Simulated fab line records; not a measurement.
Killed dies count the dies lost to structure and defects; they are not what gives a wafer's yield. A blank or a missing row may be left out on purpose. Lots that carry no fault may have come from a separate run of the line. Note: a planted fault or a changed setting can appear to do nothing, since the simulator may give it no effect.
Comparing a struck lot with a sound one | flow nand_harc | 13 out of 1159 route steps
Sound: the wafers L165.2, L165.5, L165.6. Struck: wafers L178.2, L178.5 (left out: L178.6, a lot-mate that was not struck); the cause follows at the end.
Each step with rows lists, per side, the tool, then ch with its chambers, then its first start. Under that, the readings that differ: sound wafers | struck wafers | difference of the means | sigmas: that difference in standard deviations of wafers without a fault.
alike: a reading whose means differ by less than 2 such deviations, as well as words and numbers matching on both sides. not compared: withheld readings; readings where some wafer has no value; bounds like >300 that might hide an equal value; numbers whose values overlap and for which the record gives no deviation.
A row with sigmas, a row that says differs or no value, or rows on one side alone: a step with any of these is where the two part. Numbers that have no deviation but don't overlap get no sigmas and don't part them. Lack of a reading on every wafer of one side parts them only where that side has two or more wafers.

first, 2 steps without rows for these wafers: NHARC_A_WL_FILL_ANNEAL_08 (time 1800 s); NHARC_A_WL_FILL_ALD_10 (deposits SiO2, target thk 50 nm, pulse time 10 s, ald cycles 500).
NHARC_A_WL_FILL_ETCHBACK_16: etches the open film in C4F8/O2/Ar, target depth 88 nm, time 17.6 s.
  sound on rie_diel-05 ch 0,1,2; struck on rie_diel-12 ch 0,3
  alike: oes_product_au, rf_vpp_V
  not compared: rf_hours_counter_h
NHARC_A_WL_FILL_STRIP_29: strips in O2, time 20 s.
  sound on rie_diel-05 ch 0,2,3, day 15 18:09; struck on rie_diel-12 ch 3, day 19 16:59
  alike: drypump_motor_current_A, oes_product_au, rf_vpp_V, showerhead_plenum_p_Torr, throttle_valve_pct
  not compared: rf_hours_counter_h
NHARC_A_WL_FILL_ETCHBACK_17: etches the open film in Cl2/BCl3, target depth 4 nm, time 26.7 s.
  sound on rie_metal-01 ch 0,1, day 15 18:14; struck on rie_metal-01 ch 0, day 19 17:06
  alike: drypump_motor_current_A, oes_product_au
  not compared: rf_hours_counter_h
then, 3 steps without rows for these wafers: NHARC_A_WL_FILL_PRECLEAN_18 (cleans in dHF, time 30 s); NHARC_A_WL_FILL_SRD_21; NHARC_A_WL_FILL_CVD_23 (deposits poly-Si, target thk 40 nm, time 800 s).
NHARC_A_WL_FILL_ETCHBACK_26: etches the open film in HBr, target depth 52 nm, time 13.3 s.
  sound on rie_si-04 ch 0,1,3, day 15 23:28; struck on rie_si-02 ch 0,2, day 19 22:07
  alike: drypump_motor_current_A, oes_product_au, throttle_valve_pct
  not compared: rf_hours_counter_h
then, 2 steps without rows for these wafers: NHARC_A_WL_FILL_PRECLEAN_30 (cleans in dHF, time 10 s); NHARC_A_WL_FILL_SRD_14.
NHARC_A_WL_FILL_ALD_19: deposits TiN, target thk 2 nm, pulse time 3 s, ald cycles 100.
  sound on ald_metal-02 ch 1,2, day 15 23:44; struck on ald_metal-02 ch 2,3, day 19 22:24
  reading    | sound       | struck | difference | sigmas
  ald_cycles | 100 100 100 | 51 51  | -49        |
  alike: heater_power_w, precursor_pulse_height_rel
NHARC_A_WL_FILL_CVD_20: deposits W, target thk 75 nm, time 5064 s.
  sound on cvd_w-01 ch 0,1; struck on cvd_w-02 ch 1
  alike: chamber_pressure_Torr, heater_power_w, throttle_valve_pct

== WHERE THEY PART ==
Nowhere in this record.

WHY: whatever the simulator had introduced
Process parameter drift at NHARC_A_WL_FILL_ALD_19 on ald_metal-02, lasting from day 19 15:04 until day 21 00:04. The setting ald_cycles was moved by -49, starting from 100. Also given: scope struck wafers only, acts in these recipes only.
